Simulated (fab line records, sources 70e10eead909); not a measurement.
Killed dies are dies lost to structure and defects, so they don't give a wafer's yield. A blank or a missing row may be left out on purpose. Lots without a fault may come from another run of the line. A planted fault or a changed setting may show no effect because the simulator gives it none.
Chamber matching | flow nand_harc | NHARC_P_BONDPAD_STRIP_15 on rie_diel-13: 4 sister chambers
The step strips in O2. 4 wafers are shown with their chamber, then 12 later ones without.

WAFERS WITH THEIR CHAMBER
wafer  | chamber | showerhead_plenum_p_Torr (Torr)
L083.2 | 1       | 3.68
L087.4 | 3       | 3.75
L086.4 | 2       | 3.72
L086.5 | 0       | 3.70

WAFERS WITHOUT THEIR CHAMBER
wafer  | showerhead_plenum_p_Torr (Torr)
L088.1 | 3.72
L088.4 | 3.70
L088.5 | 3.75
L094.1 | 3.68
L094.4 | 3.70
L094.6 | 3.68
L095.2 | 3.69
L095.3 | 3.75
L095.6 | 3.69
L097.2 | 3.69
L097.3 | 3.68
L097.5 | 3.75

WHICH CHAMBER EACH WENT THROUGH
wafer  | from the rows above     | in truth
L088.1 | 2                       | 2
L088.4 | 0                       | 0
L088.5 | 3                       | 3
L094.1 | 1                       | 1
L094.4 | 0                       | 0
L094.6 | 1                       | 1
L095.2 | can't be placed: 1 or 0 | 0
L095.3 | 3                       | 3
L095.6 | can't be placed: 1 or 0 | 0
L097.2 | can't be placed: 1 or 0 | 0
L097.3 | 1                       | 1
L097.5 | 3                       | 3
Placed correctly: 9 of 12. Can't be placed from these rows: 3 (the true chamber is among the candidates in 3). Placed wrongly: 0.
How it was worked out, from the rows above alone: a wafer's distance from a chamber is the root of the sum, over the readings, of the square of ((its reading less the chamber's mean) divided by the reading's scatter). The wafer belongs to the nearest chamber; if the next one is less than 2 further off, it can't be placed. A chamber's mean is the mean of its shown wafers. The scatter: with one shown wafer a chamber, the root of the mean of the squares of how far each hidden wafer lies from its nearest shown one.
